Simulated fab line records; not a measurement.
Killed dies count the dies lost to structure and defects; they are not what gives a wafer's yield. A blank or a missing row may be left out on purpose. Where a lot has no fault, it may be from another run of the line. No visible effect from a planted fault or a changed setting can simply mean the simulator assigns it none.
Which tool was responsible? | flow n5 finfet | 30 wafers from 10 lots sampled at 3 of the route's 1938 steps

== WHAT THE GAUGES READ, wafer by wafer ==
N5_BEOL_M9_CD_MEAS_18: pitch 140 nm, target cd 70 nm.
lot  | measured     | on        | cd nm (nm)
L262 | day 11 06:10 | cd sem-01 | 69.9 69.3 69.7
L268 | day 12 08:04 | cd sem-02 | 70.2 69.4 69.5
L271 | day 14 15:52 | cd sem-02 | 70.8 70.3 69.4
L273 | day 14 19:47 | cd sem-02 | 70.1 70.3 70.2
L276 | day 15 06:24 | cd sem-02 | 69.9 69.4 70.9
L270 | day 15 10:16 | cd sem-03 | 69.9 70.2 69.7
L275 | day 15 12:37 | cd sem-02 | 70.3 69.8 69.6
L277 | day 15 19:21 | cd sem-02 | 69.5 69.0 69.9
L281 | day 16 19:52 | cd sem-03 | 70.4 70.4 70.1
L283 | day 17 20:46 | cd sem-01 | 70.5 69.6 70.5

== TOOL THAT RAN EACH LOT (tool first, then ch and the chambers of the sampled wafers, then the start) ==
lot  | N5_BEOL_M9_HM_OPEN_17             | N5_BEOL_M9_STRIP_19
L262 | rie metal-02 ch 0,1, day 11 05:59 | rie diel-02 ch 2,3, day 11 06:05
L268 | rie metal-01 ch 0,1, day 12 07:53 | rie diel-02 ch 1,2,3, day 12 08:00
L271 | rie metal-02 ch 0,1, day 14 15:41 | rie diel-02 ch 1,2,3, day 14 15:47
L273 | rie metal-02 ch 0,1, day 14 19:37 | rie diel-03 ch 0,2,3, day 14 19:43
L276 | rie metal-01 ch 0,1, day 15 06:13 | rie diel-06 ch 1,2,3, day 15 06:20
L270 | rie metal-02 ch 0,1, day 15 10:06 | rie diel-02 ch 0,1, day 15 10:12
L275 | rie metal-01 ch 0,1, day 15 12:26 | rie diel-03 ch 0,1,3, day 15 12:33
L277 | rie metal-01 ch 0,1, day 15 19:10 | rie diel-03 ch 0,2, day 15 19:17
L281 | rie metal-03 ch 0,1, day 16 19:41 | rie diel-06 ch 0,2,3, day 16 19:48
L283 | rie metal-03 ch 1, day 17 20:35   | rie diel-02 ch 0,2,3, day 17 20:42
- N5_BEOL_M9_HM_OPEN_17: chemistry Cl2/BCl3, target TiN, target depth 20 nm, overetch 6 nm.
- N5_BEOL_M9_STRIP_19: strips in O2.

== THE ANSWER, worked out from the rows above alone ==
Rule: what is usual is taken from the lots themselves. The widest of any qualifying gaps counts: lots, ordered by their means at a reading, are off when they make up no more than a third of the lots, leave a main group of 4 or more, and stand apart from it by 3 or more times the standard deviation of that group's means. If all means in a main group match to the digits the tables above print for the reading, that group is not used. A lot without any number at a reading at which 4 lots or more have one is off too. Where the step has rows for the other lots, those lots are counted as sound.
No lot is off at any reading shown: from this, nothing can be told.

== WHAT THE SIMULATOR PUT IN ==
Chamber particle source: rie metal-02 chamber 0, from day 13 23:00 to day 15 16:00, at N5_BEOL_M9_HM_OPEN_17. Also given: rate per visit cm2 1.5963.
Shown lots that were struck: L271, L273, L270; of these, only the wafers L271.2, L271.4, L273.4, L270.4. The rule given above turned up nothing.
